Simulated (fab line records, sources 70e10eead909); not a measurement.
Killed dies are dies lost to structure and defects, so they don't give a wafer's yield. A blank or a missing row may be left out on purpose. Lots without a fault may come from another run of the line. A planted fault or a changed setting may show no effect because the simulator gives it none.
fab line records | flow nand_harc
record lots=5 wafers=15 last_day=33
route steps=1302 shown A_DECK1_JOINT@536 A_ONON_D2@545 A_CHANNEL_HOLE_D2@570
lots that met no fault: from a run of the same line without faults
start_h: hours from the record's first day to the start of the lot's first wafer shown | wait_h: hours since the lot's step before | " the same as in the row above | L1.1+2: a row that stands for several wafers | - no value, or no start given | * or withheld: withheld | < > ~ a bound
route shown NAME@n: a module of which the file shows steps, and the number in the route of the first | usual: mean/standard deviation of fault-free wafers | same: alike in all rows | chamber/n: place in a boat | sites: the reading at each site | _std_site: their standard deviation | _edge_site: outer sites' mean less inner sites' | radius_mm: how far each site lies from the wafer's centre | mask NAME#n: copy n | behind: the tool/chamber that last shaped the wafer | hold: why the lot was held/for how many hours/how that ended | device: the transistor (n, p or np) that didn't switch | end of line: the same wafers' tests at the end of the route | a step without rows: its recipe alone | killed: dies lost to structure and defects at the first sort, not the wafer's yield | map: a wafer's dies, x killed, . not, _ none there
set.NAME: the setting as run; set.NAME@STEP: as run at that earlier step | model.NAME: the simulator's own value behind a step, which no gauge read
lots at some steps of the route; a table a step, a row a wafer
services: from which hour (start_h, from the record's first day; less than 0 if before it) a tool's chamber was out of use, for how many hours, and why
## steps
# step NHARC_A_DECK1_JOINT_ANNEAL_27
# recipe temp_c=400 time_s=3600 idle_temp_c=300 ramp_up_c_per_min=10 densification_p_h2o_torr=640
# usual spike_tc_lower_C=399.8/1.1 zone_power_bottom_pct=6.0/0.39
# columns lot.wafer tool chamber start_h wait_h spike_tc_lower_C zone_power_bottom_pct
L085.1 furnace-02 0 377.59 4.5 400.4 5.9
L085.3 " 0 " " 399.4 6.0
L085.4 " 0 " " 397.7 5.9
L086.1 furnace-02 0 377.59 0.3 398.8 5.9
L086.2 " 0 " " 399.8 5.9
L086.6 " 0 " " 399.7 6.0
L090.3 furnace-02 0 419.69 2.7 398.2 5.9
L090.5 " 0 " " 399.5 5.9
L090.6 " 0 " " 400.3 5.9
L093.3 furnace-02 0 437.56 1.2 399.4 5.9
L093.5 " 0 " " 399.6 5.9
L093.6 " 0 " " 399.3 5.8
L096.1 furnace-02 0 480.77 2.7 401.2 5.9
L096.4 " 0 " " 401.3 5.9
L096.5 " 0 " " 400.2 5.8
# step NHARC_A_DECK1_JOINT_ANNEAL_28
# recipe temp_c=500 time_s=1800 idle_temp_c=400 ramp_up_c_per_min=10 densification_p_h2o_torr=640
# usual spike_tc_lower_C=500.0/1.2 zone_power_bottom_pct=8.7/0.57
# columns lot.wafer tool chamber start_h wait_h spike_tc_lower_C zone_power_bottom_pct
L085.1 furnace-02 0 382.45 3.1 499.9 8.6
L085.3 " 0 " " 499.9 8.4
L085.4 " 0 " " 499.4 8.4
L086.1 furnace-02 0 382.45 3.1 499.7 8.5
L086.2 " 0 " " 499.1 8.5
L086.6 " 0 " " 498.6 8.6
L090.3 furnace-02 0 424.02 2.6 499.5 8.6
L090.5 " 0 " " 499.7 8.7
L090.6 " 0 " " 497.7 8.6
L093.3 furnace-02 0 442.99 3.7 500.6 8.4
L093.5 " 0 " " 499.5 8.4
L093.6 " 0 " " 499.0 8.5
L096.1 furnace-02 0 486.49 4.0 498.4 8.6
L096.4 " 0 " " 498.8 8.7
L096.5 " 0 " " 499.2 8.6
# step NHARC_A_DECK1_JOINT_ANNEAL_29
# recipe temp_c=750 time_s=1800 idle_temp_c=500 ramp_up_c_per_min=10 ramp_down_c_per_min=3
# usual spike_tc_lower_C=750.4/1.2 zone_power_bottom_pct=18.5/1.2
# columns lot.wafer tool chamber start_h wait_h spike_tc_lower_C zone_power_bottom_pct
L085.1 furnace-02 0 385.69 2.6 751.3 18.2
L085.3 " 0 " " 749.9 18.7
L085.4 " 0 " " 750.0 18.2
L086.1 furnace-02 0 385.69 2.6 749.2 18.3
L086.2 " 0 " " 749.3 18.4
L086.6 " 0 " " 749.9 18.5
L090.3 furnace-08 0 428.09 3.4 750.0 17.8
L090.5 " 0 " " 751.0 17.7
L090.6 " 0 " " 751.9 17.6
L093.3 furnace-02 0 446.23 2.6 749.6 18.4
L093.5 " 0 " " 750.8 18.5
L093.6 " 0 " " 748.6 18.6
L096.1 furnace-02 0 489.73 2.6 748.7 18.0
L096.4 " 0 " " 750.1 18.1
L096.5 " 0 " " 749.9 18.4
# step NHARC_A_DECK1_JOINT_CMP_02
# recipe material=SiOx
# usual motor_current_A=12.4/1.6
# columns lot.wafer tool chamber start_h wait_h motor_current_A
L085.1 cmp-02 3 388.32 0.4 13.7
L085.3 " 0 " " 11.6
L085.4 " 2 " " 11.6
L086.2 cmp-03 0 388.40 0.4 15.2
L086.1 " 1 " " 12.3
L086.6 " 3 " " 12.9
L090.3 cmp-03 0 430.79 0.4 14.9
L090.6 " 3 " " 13.3
L090.5 " 0 " " 15.4
L093.3 cmp-03 1 448.99 0.5 12.4
L093.5 " 2 " " 9.5
L093.6 " 3 " " 13.4
L096.4 cmp-01 1 492.42 0.4 10.1
L096.1 " 3 " " 12.4
L096.5 " 0 " " 12.9
# step NHARC_A_DECK1_JOINT_SRD_15
# columns lot.wafer tool chamber start_h wait_h
L085.1+4+3 wet_bench-09 4,6,7 388.63 0.0
L086.6+1+2 wet_bench-04 1,2,4 388.65 0.0
L090.6+3+5 wet_bench-06 0,4,5 431.06 0.0
L093.6+3+5 wet_bench-04 0,1,3 449.22 0.0
L096.1+4+5 wet_bench-04 3,6,0 492.69 0.0
# step NHARC_A_DECK1_JOINT_DEP_16
# recipe target_thk_a=450 temp_c=400 pressure_torr=6.5 rf_w=900 teos_flow_sccm=161.4 flow_sccm=2650 target_thk_nm=45 gas=O2 material=SiO2
# usual heater_power_w=583/76 susceptor_temp_C=400.03/0.22 throttle_valve_pct=16.0/0.55
# columns lot.wafer tool chamber start_h wait_h heater_power_w susceptor_temp_C throttle_valve_pct
L085.1 pecvd-03 0 388.71 0.1 536 400.11 16.2
L085.3 " 2 " " 568 400.32 16.4
L085.4 " 1 " " 528 399.88 15.7
L086.2 pecvd-04 2 388.74 0.1 556 400.26 16.5
L086.1 " 0 " " 656 399.75 16.7
L086.6 " 1 " " 499 399.74 15.4
L090.3 pecvd-04 2 431.21 0.1 523 400.23 16.7
L090.6 " 0 " " 738 399.72 16.5
L090.5 " 2 " " 519 400.65 16.6
L093.3 pecvd-01 2 449.33 0.1 505 399.97 16.7
L093.5 " 1 " " 768 400.25 15.5
L093.6 " 0 " " 520 400.14 15.2
L096.1 pecvd-03 0 492.81 0.1 499 400.03 16.0
L096.5 " 0 " " 504 399.84 16.2
L096.4 " 1 " " 591 399.67 15.8
# step NHARC_A_DECK1_JOINT_THK_MEAS_17
# recipe thk_meas_gauge=ellipsometry
# usual thk_nm=44.8/1.1
# columns lot.wafer tool chamber start_h wait_h thk_nm
L085.1 film_metro-01 - 388.99 0.3 42.8
L085.3 " - " " 43.9
L085.4 " - " " 45.6
L086.1 film_metro-02 - 389.02 0.2 44.8
L086.2 " - " " 44.2
L086.6 " - " " 44.5
L090.3 film_metro-01 - 431.44 0.2 42.7
L090.5 " - " " 44.4
L090.6 " - " " 45.3
L093.3 film_metro-02 - 449.59 0.2 46.2
L093.5 " - " " 45.1
L093.6 " - " " 43.8
L096.1 film_metro-02 - 493.06 0.2 45.5
L096.4 " - " " 46.7
L096.5 " - " " 43.8
# step NHARC_A_DECK1_JOINT_INSPECT_05
# usual raw_defect_count=311/100
# columns lot.wafer tool chamber start_h wait_h raw_defect_count
L085.1 defect_inspect-01 - 389.03 0.0 320
L085.3 " - " " 223
L085.4 " - " " 427
L086.1 defect_inspect-02 - 389.05 0.0 195
L086.2 " - " " 205
L086.6 " - " " 278
L090.3 defect_inspect-02 - 431.47 0.0 260
L090.5 " - " " 373
L090.6 " - " " 460
L093.3 defect_inspect-02 - 449.62 0.0 117
L093.5 " - " " 141
L093.6 " - " " 197
L096.1 defect_inspect-02 - 493.10 0.0 237
L096.4 " - " " 424
L096.5 " - " " 389
# step NHARC_A_ONON_D2_DEP_00
# recipe target_thk_a=10000 n2_flow_sccm=2750 n2o_flow_sccm=2000 nh3_flow_sccm=500 sih4_flow_sccm=210 temp_c=400
# usual n2_flow_sccm=2749/8 susceptor_temp_C=400.02/0.22
# columns lot.wafer tool chamber start_h wait_h n2_flow_sccm susceptor_temp_C
L085.1 pecvd_onon-02 0 389.10 0.1 2734 399.56
L085.3 " 0 " " 2738 399.78
L085.4 " 0 " " 2754 400.06
L086.1 pecvd_onon-03 0 389.12 0.1 2760 400.25
L086.2 " 0 " " 2746 400.28
L086.6 " 0 " " 2756 400.11
L090.3 pecvd_onon-03 0 431.65 0.2 2748 400.09
L090.5 " 0 " " 2748 400.43
L090.6 " 0 " " 2739 399.90
L093.3 pecvd_onon-03 0 449.80 0.2 2750 400.02
L093.5 " 0 " " 2750 399.97
L093.6 " 0 " " 2745 400.21
L096.1 pecvd_onon-02 0 493.17 0.1 2750 400.19
L096.4 " 0 " " 2742 400.10
L096.5 " 0 " " 2756 400.18
# step NHARC_A_ONON_D2_THK_MEAS_02
# recipe thk_meas_gauge=ellipsometry
# usual thk_nm=999/10
# columns lot.wafer tool chamber start_h wait_h thk_nm
L085.1 film_metro-01 - 389.61 - 992
L085.3 " - " " 992
L085.4 " - " " 993
L086.1 film_metro-02 - 389.62 - 1018
L086.2 " - " " 1020
L086.6 " - " " 1020
L090.3 film_metro-01 - 432.05 - 1018
L090.5 " - " " 1020
L090.6 " - " " 1017
L093.3 film_metro-02 - 450.20 - 1014
L093.5 " - " " 1010
L093.6 " - " " 1010
L096.1 film_metro-01 - 493.68 - 989
L096.4 " - " " 989
L096.5 " - " " 990
# step NHARC_A_ONON_D2_DEP_03
# recipe target_thk_a=10000 n2_flow_sccm=2750 n2o_flow_sccm=2000 nh3_flow_sccm=500 sih4_flow_sccm=210 temp_c=400
# usual n2_flow_sccm=2749/9.6 susceptor_temp_C=399.97/0.21
# columns lot.wafer tool chamber start_h wait_h n2_flow_sccm susceptor_temp_C
L085.1 pecvd_onon-02 0 389.66 0.1 2738 399.77
L085.3 " 0 " " 2736 400.11
L085.4 " 0 " " 2736 400.02
L086.1 pecvd_onon-03 0 389.68 0.1 2734 399.88
L086.2 " 0 " " 2745 400.17
L086.6 " 0 " " 2745 400.31
L090.3 pecvd_onon-04 0 432.22 0.2 2767 400.36
L090.5 " 0 " " 2745 400.19
L090.6 " 0 " " 2749 400.17
L093.3 pecvd_onon-04 0 450.37 0.2 2756 400.23
L093.5 " 0 " " 2755 400.15
L093.6 " 0 " " 2751 400.27
L096.1 pecvd_onon-02 0 493.73 0.1 2750 400.16
L096.4 " 0 " " 2748 399.81
L096.5 " 0 " " 2759 399.67
# step NHARC_A_ONON_D2_THK_MEAS_05
# recipe thk_meas_gauge=ellipsometry
# usual thk_nm=997/8.7
# columns lot.wafer tool chamber start_h wait_h thk_nm
L085.1 film_metro-01 - 390.17 - 993
L085.3 " - " " 994
L085.4 " - " " 995
L086.1 film_metro-02 - 390.19 - 989
L086.2 " - " " 992
L086.6 " - " " 993
L090.3 film_metro-02 - 432.62 - 999
L090.5 " - " " 1000
L090.6 " - " " 999
L093.3 film_metro-02 - 450.76 - 995
L093.5 " - " " 994
L093.6 " - " " 994
L096.1 film_metro-02 - 494.24 - 988
L096.4 " - " " 988
L096.5 " - " " 989
# step NHARC_A_ONON_D2_DEP_06
# recipe target_thk_a=10000 n2_flow_sccm=2750 n2o_flow_sccm=2000 nh3_flow_sccm=500 sih4_flow_sccm=210 temp_c=400
# usual n2_flow_sccm=2748/7.7 susceptor_temp_C=400.04/0.22
# columns lot.wafer tool chamber start_h wait_h n2_flow_sccm susceptor_temp_C
L085.1 pecvd_onon-02 0 390.23 0.1 2752 400.05
L085.3 " 0 " " 2739 399.91
L085.4 " 0 " " 2742 399.96
L086.1 pecvd_onon-03 0 390.25 0.1 2736 400.16
L086.2 " 0 " " 2752 399.92
L086.6 " 0 " " 2749 399.80
L090.3 pecvd_onon-02 0 432.79 0.2 2741 400.12
L090.5 " 0 " " 2745 400.08
L090.6 " 0 " " 2754 400.14
L093.3 pecvd_onon-04 0 450.93 0.2 2740 399.87
L093.5 " 0 " " 2737 400.25
L093.6 " 0 " " 2755 400.24
L096.1 pecvd_onon-02 0 494.30 0.1 2747 400.49
L096.4 " 0 " " 2749 400.26
L096.5 " 0 " " 2740 400.21
# step NHARC_A_ONON_D2_THK_MEAS_08
# recipe thk_meas_gauge=ellipsometry
# usual thk_nm=1003/12
# columns lot.wafer tool chamber start_h wait_h thk_nm
L085.1 film_metro-02 - 390.74 - 991
L085.3 " - " " 992
L085.4 " - " " 992
L086.1 film_metro-01 - 390.76 - 982
L086.2 " - " " 982
L086.6 " - " " 982
L090.3 film_metro-02 - 433.18 - 981
L090.5 " - " " 980
L090.6 " - " " 980
L093.3 film_metro-01 - 451.33 - 998
L093.5 " - " " 1000
L093.6 " - " " 998
L096.1 film_metro-02 - 494.81 - 1005
L096.4 " - " " 1005
L096.5 " - " " 1004
# step NHARC_A_ONON_D2_DEP_09
# recipe target_thk_a=10000 n2_flow_sccm=2750 n2o_flow_sccm=2000 nh3_flow_sccm=500 sih4_flow_sccm=210 temp_c=400
# usual n2_flow_sccm=2749/7.4 susceptor_temp_C=399.98/0.21
# columns lot.wafer tool chamber start_h wait_h n2_flow_sccm susceptor_temp_C
L085.1 pecvd_onon-02 0 390.79 0.1 2771 400.01
L085.3 " 0 " " 2750 399.83
L085.4 " 0 " " 2749 400.08
L086.1 pecvd_onon-03 0 390.82 0.1 2753 400.01
L086.2 " 0 " " 2750 399.83
L086.6 " 0 " " 2757 399.84
L090.3 pecvd_onon-04 0 433.35 0.2 2756 399.85
L090.5 " 0 " " 2743 400.20
L090.6 " 0 " " 2750 400.13
L093.3 pecvd_onon-04 0 451.50 0.2 2742 399.82
L093.5 " 0 " " 2740 399.80
L093.6 " 0 " " 2742 399.90
L096.1 pecvd_onon-02 0 494.86 0.1 2735 399.92
L096.4 " 0 " " 2752 399.93
L096.5 " 0 " " 2743 400.05
# step NHARC_A_ONON_D2_THK_MEAS_11
# recipe thk_meas_gauge=ellipsometry
# usual thk_nm=1001/10
# columns lot.wafer tool chamber start_h wait_h thk_nm
L085.1 film_metro-02 - 391.30 - 1000
L085.3 " - " " 1001
L085.4 " - " " 1000
L086.1 film_metro-01 - 391.33 - 1014
L086.2 " - " " 1012
L086.6 " - " " 1012
L090.3 film_metro-01 - 433.75 - 993
L090.5 " - " " 995
L090.6 " - " " 995
L093.3 film_metro-02 - 451.90 - 1016
L093.5 " - " " 1017
L093.6 " - " " 1017
L096.1 film_metro-01 - 495.37 - 1002
L096.4 " - " " 1003
L096.5 " - " " 1000
# step NHARC_A_ONON_D2_DEP_12
# recipe target_thk_a=10000 n2_flow_sccm=2750 n2o_flow_sccm=2000 nh3_flow_sccm=500 sih4_flow_sccm=210 temp_c=400
# usual n2_flow_sccm=2749/8.4 susceptor_temp_C=399.97/0.23
# columns lot.wafer tool chamber start_h wait_h n2_flow_sccm susceptor_temp_C
L085.1 pecvd_onon-02 0 391.36 0.1 2756 399.96
L085.3 " 0 " " 2760 399.73
L085.4 " 0 " " 2759 399.37
L086.1 pecvd_onon-03 0 391.39 0.1 2735 400.21
L086.2 " 0 " " 2745 400.07
L086.6 " 0 " " 2757 400.05
L090.3 pecvd_onon-02 0 433.92 0.2 2754 400.07
L090.5 " 0 " " 2753 399.96
L090.6 " 0 " " 2760 399.86
L093.3 pecvd_onon-03 0 452.07 0.2 2748 400.23
L093.5 " 0 " " 2750 400.19
L093.6 " 0 " " 2768 399.95
L096.1 pecvd_onon-02 0 495.43 0.1 2734 400.31
L096.4 " 0 " " 2748 400.12
L096.5 " 0 " " 2739 400.00
# step NHARC_A_ONON_D2_THK_MEAS_14
# recipe thk_meas_gauge=ellipsometry
# usual thk_nm=1000/11
# columns lot.wafer tool chamber start_h wait_h thk_nm
L085.1 film_metro-02 - 391.87 - 993
L085.3 " - " " 994
L085.4 " - " " 992
L086.1 film_metro-02 - 391.90 - 1001
L086.2 " - " " 1002
L086.6 " - " " 1000
L090.3 film_metro-02 - 434.32 - 1000
L090.5 " - " " 999
L090.6 " - " " 998
L093.3 film_metro-01 - 452.47 - 991
L093.5 " - " " 992
L093.6 " - " " 990
L096.1 film_metro-01 - 495.94 - 994
L096.4 " - " " 995
L096.5 " - " " 993
# step NHARC_A_ONON_D2_ANNEAL_15
# recipe temp_c=750 time_s=3600
# usual spike_tc_lower_C=748.3/1 zone_power_bottom_pct=21.94/0.29
# columns lot.wafer tool chamber start_h wait_h spike_tc_lower_C zone_power_bottom_pct
L085.1 furnace-01 0 394.89 3.0 748.2 21.52
L085.3 " 0 " " 747.8 22.10
L085.4 " 0 " " 746.9 22.30
L086.1 furnace-01 0 394.89 3.0 747.2 21.87
L086.2 " 0 " " 749.3 21.58
L086.6 " 0 " " 746.6 21.80
L090.3 furnace-01 0 437.34 3.0 747.0 21.54
L090.5 " 0 " " 748.0 22.18
L090.6 " 0 " " 748.1 21.79
L093.3 furnace-01 0 457.88 5.4 747.8 21.52
L093.5 " 0 " " 747.5 22.03
L093.6 " 0 " " 747.7 21.54
L096.1 furnace-03 0 500.89 4.9 748.1 22.41
L096.4 " 0 " " 746.7 22.27
L096.5 " 0 " " 748.1 21.94
# step NHARC_A_ONON_D2_DEP_16
# recipe target_thk_a=10000 n2_flow_sccm=2750 n2o_flow_sccm=2000 nh3_flow_sccm=500 sih4_flow_sccm=210 temp_c=400
# usual n2_flow_sccm=2753/8.6 susceptor_temp_C=399.93/0.21
# columns lot.wafer tool chamber start_h wait_h n2_flow_sccm susceptor_temp_C
L085.1 pecvd_onon-02 0 398.70 0.4 2771 399.81
L085.3 " 0 " " 2763 399.86
L085.4 " 0 " " 2763 400.02
L086.1 pecvd_onon-03 0 398.75 0.4 2737 400.18
L086.2 " 0 " " 2749 400.24
L086.6 " 0 " " 2743 400.00
L090.3 pecvd_onon-02 0 441.27 0.5 2757 400.08
L090.5 " 0 " " 2746 399.90
L090.6 " 0 " " 2754 400.03
L093.3 pecvd_onon-03 0 461.87 0.5 2744 399.47
L093.5 " 0 " " 2745 399.58
L093.6 " 0 " " 2740 399.58
L096.1 pecvd_onon-02 0 504.73 0.4 2754 399.84
L096.4 " 0 " " 2756 399.95
L096.5 " 0 " " 2748 399.73
# step NHARC_A_ONON_D2_THK_MEAS_18
# recipe thk_meas_gauge=ellipsometry
# usual thk_nm=997/8.1
# columns lot.wafer tool chamber start_h wait_h thk_nm
L085.1 film_metro-02 - 399.21 - 1013
L085.3 " - " " 1012
L085.4 " - " " 1012
L086.1 film_metro-02 - 399.26 - 993
L086.2 " - " " 993
L086.6 " - " " 993
L090.3 film_metro-01 - 441.67 - 986
L090.5 " - " " 987
L090.6 " - " " 986
L093.3 film_metro-02 - 462.26 - 998
L093.5 " - " " 998
L093.6 " - " " 998
L096.1 film_metro-01 - 505.25 - 997
L096.4 " - " " 995
L096.5 " - " " 996
# step NHARC_A_ONON_D2_DEP_19
# recipe target_thk_a=10000 n2_flow_sccm=2750 n2o_flow_sccm=2000 nh3_flow_sccm=500 sih4_flow_sccm=210 temp_c=400
# usual n2_flow_sccm=2749/8.6 susceptor_temp_C=400.00/0.25
# columns lot.wafer tool chamber start_h wait_h n2_flow_sccm susceptor_temp_C
L085.1 pecvd_onon-02 0 399.27 0.1 2753 400.08
L085.3 " 0 " " 2758 400.54
L085.4 " 0 " " 2756 399.60
L086.1 pecvd_onon-04 0 399.41 0.1 2753 400.33
L086.2 " 0 " " 2749 399.77
L086.6 " 0 " " 2754 399.63
L090.3 pecvd_onon-04 0 441.84 0.2 2758 399.92
L090.5 " 0 " " 2749 399.96
L090.6 " 0 " " 2751 399.94
L093.3 pecvd_onon-02 0 462.44 0.2 2759 400.30
L093.5 " 0 " " 2748 400.27
L093.6 " 0 " " 2762 400.41
L096.1 pecvd_onon-02 0 505.30 0.1 2742 400.40
L096.4 " 0 " " 2743 400.36
L096.5 " 0 " " 2744 400.10
# step NHARC_A_ONON_D2_THK_MEAS_21
# recipe thk_meas_gauge=ellipsometry
# usual thk_nm=998/9.7
# columns lot.wafer tool chamber start_h wait_h thk_nm
L085.1 film_metro-01 - 399.78 - 996
L085.3 " - " " 996
L085.4 " - " " 995
L086.1 film_metro-01 - 399.92 - 1003
L086.2 " - " " 1005
L086.6 " - " " 1004
L090.3 film_metro-02 - 442.23 - 987
L090.5 " - " " 988
L090.6 " - " " 988
L093.3 film_metro-02 - 462.83 - 995
L093.5 " - " " 994
L093.6 " - " " 993
L096.1 film_metro-02 - 505.81 - 1010
L096.4 " - " " 1009
L096.5 " - " " 1010
# step NHARC_A_ONON_D2_DEP_22
# recipe target_thk_a=10000 n2_flow_sccm=2750 n2o_flow_sccm=2000 nh3_flow_sccm=500 sih4_flow_sccm=210 temp_c=400
# usual n2_flow_sccm=2753/6.7 susceptor_temp_C=400.00/0.2
# columns lot.wafer tool chamber start_h wait_h n2_flow_sccm susceptor_temp_C
L085.1 pecvd_onon-02 0 399.83 0.1 2756 400.01
L085.3 " 0 " " 2761 399.87
L085.4 " 0 " " 2758 400.03
L086.1 pecvd_onon-04 0 399.98 0.1 2747 400.07
L086.2 " 0 " " 2749 400.30
L086.6 " 0 " " 2752 400.10
L090.3 pecvd_onon-03 0 442.40 0.2 2755 399.67
L090.5 " 0 " " 2747 400.19
L090.6 " 0 " " 2741 400.29
L093.3 pecvd_onon-04 0 463.00 0.2 2755 399.89
L093.5 " 0 " " 2736 400.04
L093.6 " 0 " " 2761 399.97
L096.1 pecvd_onon-04 0 505.86 0.1 2748 400.13
L096.4 " 0 " " 2763 400.16
L096.5 " 0 " " 2759 399.84
# step NHARC_A_ONON_D2_THK_MEAS_24
# recipe thk_meas_gauge=ellipsometry
# usual thk_nm=1003/8
# columns lot.wafer tool chamber start_h wait_h thk_nm
L085.1 film_metro-02 - 400.34 - 1005
L085.3 " - " " 1007
L085.4 " - " " 1006
L086.1 film_metro-02 - 400.48 - 1011
L086.2 " - " " 1009
L086.6 " - " " 1007
L090.3 film_metro-01 - 442.80 - 997
L090.5 " - " " 998
L090.6 " - " " 996
L093.3 film_metro-01 - 463.40 - 1005
L093.5 " - " " 1006
L093.6 " - " " 1005
L096.1 film_metro-01 - 506.38 - 1000
L096.4 " - " " 999
L096.5 " - " " 998
# step NHARC_A_ONON_D2_DEP_25
# recipe target_thk_a=10000 n2_flow_sccm=2750 n2o_flow_sccm=2000 nh3_flow_sccm=500 sih4_flow_sccm=210 temp_c=400
# usual n2_flow_sccm=2747/8.4 susceptor_temp_C=399.99/0.19
# columns lot.wafer tool chamber start_h wait_h n2_flow_sccm susceptor_temp_C
L085.1 pecvd_onon-02 0 400.40 0.1 2746 399.74
L085.3 " 0 " " 2741 399.88
L085.4 " 0 " " 2742 399.82
L086.1 pecvd_onon-04 0 400.54 0.1 2749 399.91
L086.2 " 0 " " 2738 399.95
L086.6 " 0 " " 2743 399.99
L090.3 pecvd_onon-02 0 442.97 0.2 2749 400.27
L090.5 " 0 " " 2748 399.86
L090.6 " 0 " " 2747 399.84
L093.3 pecvd_onon-03 0 463.57 0.2 2754 400.14
L093.5 " 0 " " 2750 400.09
L093.6 " 0 " " 2747 400.14
L096.1 pecvd_onon-02 0 506.44 0.1 2747 400.07
L096.4 " 0 " " 2758 400.06
L096.5 " 0 " " 2738 399.82
# step NHARC_A_ONON_D2_THK_MEAS_27
# recipe thk_meas_gauge=ellipsometry
# usual thk_nm=998/13
# columns lot.wafer tool chamber start_h wait_h thk_nm
L085.1 film_metro-02 - 400.91 - 997
L085.3 " - " " 994
L085.4 " - " " 995
L086.1 film_metro-01 - 401.05 - 1003
L086.2 " - " " 1004
L086.6 " - " " 1003
L090.3 film_metro-01 - 443.36 - 988
L090.5 " - " " 987
L090.6 " - " " 987
L093.3 film_metro-02 - 463.96 - 1016
L093.5 " - " " 1016
L093.6 " - " " 1015
L096.1 film_metro-01 - 506.95 - 1010
L096.4 " - " " 1010
L096.5 " - " " 1009
# step NHARC_A_ONON_D2_DEP_28
# recipe target_thk_a=10000 n2_flow_sccm=2750 n2o_flow_sccm=2000 nh3_flow_sccm=500 sih4_flow_sccm=210 temp_c=400
# usual n2_flow_sccm=2752/8.2 susceptor_temp_C=399.98/0.23
# columns lot.wafer tool chamber start_h wait_h n2_flow_sccm susceptor_temp_C
L085.1 pecvd_onon-02 0 400.97 0.1 2762 400.10
L085.3 " 0 " " 2744 400.27
L085.4 " 0 " " 2748 399.89
L086.1 pecvd_onon-04 0 401.10 0.1 2741 400.35
L086.2 " 0 " " 2748 399.91
L086.6 " 0 " " 2741 400.38
L090.3 pecvd_onon-04 0 443.53 0.2 2748 400.23
L090.5 " 0 " " 2756 400.06
L090.6 " 0 " " 2756 399.91
L093.3 pecvd_onon-02 0 464.14 0.2 2759 400.19
L093.5 " 0 " " 2751 400.09
L093.6 " 0 " " 2748 399.80
L096.1 pecvd_onon-03 0 507.00 0.1 2755 399.81
L096.4 " 0 " " 2757 399.87
L096.5 " 0 " " 2752 400.03
# step NHARC_A_ONON_D2_THK_MEAS_30
# recipe thk_meas_gauge=ellipsometry
# usual thk_nm=1001/11
# columns lot.wafer tool chamber start_h wait_h thk_nm
L085.1 film_metro-02 - 401.48 - 999
L085.3 " - " " 999
L085.4 " - " " 1000
L086.1 film_metro-01 - 401.63 - 1010
L086.2 " - " " 1007
L086.6 " - " " 1006
L090.3 film_metro-02 - 443.92 - 988
L090.5 " - " " 987
L090.6 " - " " 988
L093.3 film_metro-02 - 464.53 - 1014
L093.5 " - " " 1014
L093.6 " - " " 1012
L096.1 film_metro-02 - 507.52 - 1020
L096.4 " - " " 1018
L096.5 " - " " 1018
# step NHARC_A_ONON_D2_DEP_33
# recipe target_thk_a=2000 temp_c=400 pressure_torr=6.5 rf_w=900 teos_flow_sccm=161.4 flow_sccm=2650 target_thk_nm=200 gas=O2 material=SiO2
# usual heater_power_w=558/86 susceptor_temp_C=400.02/0.24 throttle_valve_pct=16.0/0.64
# columns lot.wafer tool chamber start_h wait_h heater_power_w susceptor_temp_C throttle_valve_pct
L085.1 pecvd-04 2 401.53 0.1 538 400.23 16.4
L085.3 " 1 " " 489 400.03 15.2
L085.4 " 2 " " 541 399.93 16.6
L086.2 pecvd-04 1 401.81 0.2 634 399.84 15.5
L086.1 " 0 " " 592 399.84 16.7
L086.6 " 2 " " 422 399.59 16.7
L090.3 pecvd-02 1 443.98 0.1 539 400.25 14.7
L090.5 " 1 " " 559 400.28 14.8
L090.6 " 0 " " 657 400.12 16.8
L093.3 pecvd-02 1 464.63 0.1 561 400.38 14.8
L093.6 " 1 " " 559 399.85 14.9
L093.5 " 2 " " 350 399.69 15.4
L096.1 pecvd-04 0 507.74 0.2 685 400.50 16.1
L096.4 " 2 " " 556 400.02 16.3
L096.5 " 0 " " 702 400.28 16.3
# step NHARC_A_ONON_D2_THK_MEAS_34
# recipe thk_meas_gauge=ellipsometry
# usual thk_nm=200/3.6
# columns lot.wafer tool chamber start_h wait_h thk_nm
L085.1 film_metro-01 - 401.95 - 199
L085.3 " - " " 203
L085.4 " - " " 197
L086.1 film_metro-02 - 402.22 - 199
L086.2 " - " " 204
L086.6 " - " " 201
L090.3 film_metro-01 - 444.39 - 200
L090.5 " - " " 204
L090.6 " - " " 206
L093.3 film_metro-02 - 465.00 - 198
L093.5 " - " " 204
L093.6 " - " " 200
L096.1 film_metro-01 - 508.06 - 197
L096.4 " - " " 199
L096.5 " - " " 198
# step NHARC_A_ONON_D2_INSPECT_32
# usual raw_defect_count=388/120
# columns lot.wafer tool chamber start_h wait_h raw_defect_count
L085.1 defect_inspect-02 - 402.01 0.0 401
L085.3 " - " " 278
L085.4 " - " " 537
L086.1 defect_inspect-02 - 402.31 0.0 263
L086.2 " - " " 263
L086.6 " - " " 339
L090.3 defect_inspect-01 - 444.46 0.0 332
L090.5 " - " " 462
L090.6 " - " " 606
L093.3 defect_inspect-02 - 465.06 0.0 147
L093.5 " - " " 163
L093.6 " - " " 258
L096.1 defect_inspect-02 - 508.15 0.0 311
L096.4 " - " " 573
L096.5 " - " " 464
# step NHARC_A_CHANNEL_HOLE_D2_DEP_00
# recipe target_thk_a=31000 temp_c=400 material=aC
# usual susceptor_temp_C=400.04/0.23 throttle_valve_pct=35.000/0.009
# columns lot.wafer tool chamber start_h wait_h susceptor_temp_C throttle_valve_pct
L085.1 acl_dep-01 0 403.21 1.2 - 34.993
L085.3 " 0 " " - 35.011
L085.4 " 0 " " - 35.009
L086.1 acl_dep-01 0 405.09 2.8 400.05 34.995
L086.2 " 0 " " 400.39 35.015
L086.6 " 0 406.67 4.4 400.29 35.011
L090.3 acl_dep-03 0 453.53 9.1 - 34.998
L090.5 " 0 " " - 35.006
L090.6 " 0 " " - 34.992
L093.3 acl_dep-02 0 467.69 2.6 - 34.983
L093.5 " 0 " " - 34.984
L093.6 " 0 " " - 35.019
L096.1 acl_dep-01 0 508.43 0.3 400.42 35.002
L096.4 " 0 " " 400.01 35.013
L096.5 " 0 " " 400.06 34.992
## services
# columns tool chamber start_h hours kind
cmp-03 - 358.08 4.0 pm
pecvd-04 0 361.05 6.1 repair
cmp-01 - 361.38 0.3 repair
pecvd-03 1 365.62 5.0 repair
pecvd_onon-02 - 366.00 13.0 pm
pecvd-03 - 366.52 13.0 pm
wet_bench-06 - 369.60 8.0 pm
acl_dep-01 - 371.31 13.0 pm
pecvd-02 - 376.21 1.0 repair
pecvd_onon-03 - 378.20 5.9 repair
cmp-03 - 378.60 6.1 repair
cmp-01 - 381.50 4.0 pm
wet_bench-04 - 390.33 2.7 repair
wet_bench-04 - 403.20 8.0 pm
pecvd-02 - 408.19 13.0 pm
pecvd_onon-03 - 408.33 13.0 pm
furnace-02 - 426.91 1.2 repair
cmp-02 - 428.66 4.0 pm
cmp-03 - 436.07 3.7 repair
pecvd-04 - 450.55 13.0 pm
cmp-03 - 456.08 4.0 pm
pecvd-02 1 479.26 3.9 repair
pecvd_onon-04 - 492.28 13.0 pm
pecvd-03 1 503.81 2.6 repair
## key
fault none
